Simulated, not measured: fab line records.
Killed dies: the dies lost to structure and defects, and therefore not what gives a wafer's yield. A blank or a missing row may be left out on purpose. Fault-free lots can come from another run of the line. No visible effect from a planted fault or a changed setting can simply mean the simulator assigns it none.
Comparing a struck lot with a sound one    flow nand-harc    14 steps out of a route of 1159
Sound: these wafers, L676.1, L676.2, L676.5. Struck: wafer L687.3. (L687.2, L687.4 of the same lot were not struck and are left out.) The cause comes at the end.
For every step that has rows: the tool of each side, followed by ch and its chambers, followed by its first start. Under that, the readings that differ: sound wafers    struck wafers    difference of the means    sigmas: that difference in standard deviations of wafers without a fault.
alike: words and numbers the same on both sides, and readings whose means are apart by under 2 such deviations; not compared: readings that were withheld, readings missing a value for some wafer, numbers with overlapping values and no deviation given by the record, and bounds like >300 which may hide the same value.
Wherever a step has rows on one side only, a row that says differs or no value, or a row with sigmas, the two part there. Numbers that don't overlap but have no deviation are shown without sigmas and don't part them. A reading missing from all wafers of one side parts the sides only when that side holds two or more wafers.

NHARC_A_SOURCE_PLATE_THK_MEAS_09: measures by ellipsometry.
  sound on film-metro-01, day 7 19:37; struck on film-metro-02, day 10 03:49
  alike: thk-nm
then, 3 steps without rows for these wafers: NHARC_A_SOURCE_PLATE_PVD_04 (deposits WSi2, target thk 50 nm); NHARC_A_SOURCE_PLATE_CVD_03 (deposits poly-Si, target thk 200 nm, time 4000 s); NHARC_A_SOURCE_PLATE_ANNEAL_05 (time 1800 s).
NHARC_A_SOURCE_PLATE_THK_MEAS_06: measures by ellipsometry.
  sound on film-metro-02, day 8 08:56; struck on film-metro-01, day 10 16:56
  alike: thk-nm
NHARC_A_SOURCE_PLATE_INSPECT_08:
  sound on defect-inspect-01, day 8 09:01; struck on defect-inspect-01, day 10 17:02
  alike: raw-defect-count
next comes 1 step that has no rows for these wafers: NHARC_A_ONON_D1_DEP_00 (target thickness 1000 nm).
NHARC_A_ONON_D1_THK_MEAS_02: measures by ellipsometry.
  sound on film-metro-01, day 8 09:35; struck on film-metro-02, day 10 17:38
  alike: thk-nm
next comes 1 step that has no rows for these wafers: NHARC_A_ONON_D1_DEP_03 (target thickness 1000 nm).
NHARC_A_ONON_D1_THK_MEAS_05: measures by ellipsometry.
  sound on film-metro-01, day 8 10:08; struck on film-metro-02, day 10 18:13
  alike: thk-nm
NHARC_A_ONON_D1_DEP_06: target thk 1000 nm.
  sound on pecvd-onon-01 ch 0, day 8 10:12; struck on pecvd-onon-02 ch 0, day 10 18:19
  alike: sih4-flow-sccm
NHARC_A_ONON_D1_THK_MEAS_08: measures by ellipsometry.
  sound on film-metro-02, day 8 10:43; struck on film-metro-02, day 10 18:46
reading      sound        struck  difference  sigmas
thk-nm (nm)  998 998 997  1741    +743        +74
next comes 1 step that has no rows for these wafers: NHARC_A_ONON_D1_DEP_09 (target thickness 1000 nm).
-- record jumps: 11 days between struck wafers' starts before vs after; left off in module A_ONON_D1, resumes in module END, first step shown is number 1159 of the route --
NHARC_END_SORT_01:
  only the struck wafers appear in the record here, on prober-02 ch 0 at day 22 03:41; the sound ones have no rows

WHERE THEY PART
Earliest at NHARC_A_ONON_D1_THK_MEAS_08; latest, in this record, at NHARC_END_SORT_01.

WHY: what had been put in by the simulator
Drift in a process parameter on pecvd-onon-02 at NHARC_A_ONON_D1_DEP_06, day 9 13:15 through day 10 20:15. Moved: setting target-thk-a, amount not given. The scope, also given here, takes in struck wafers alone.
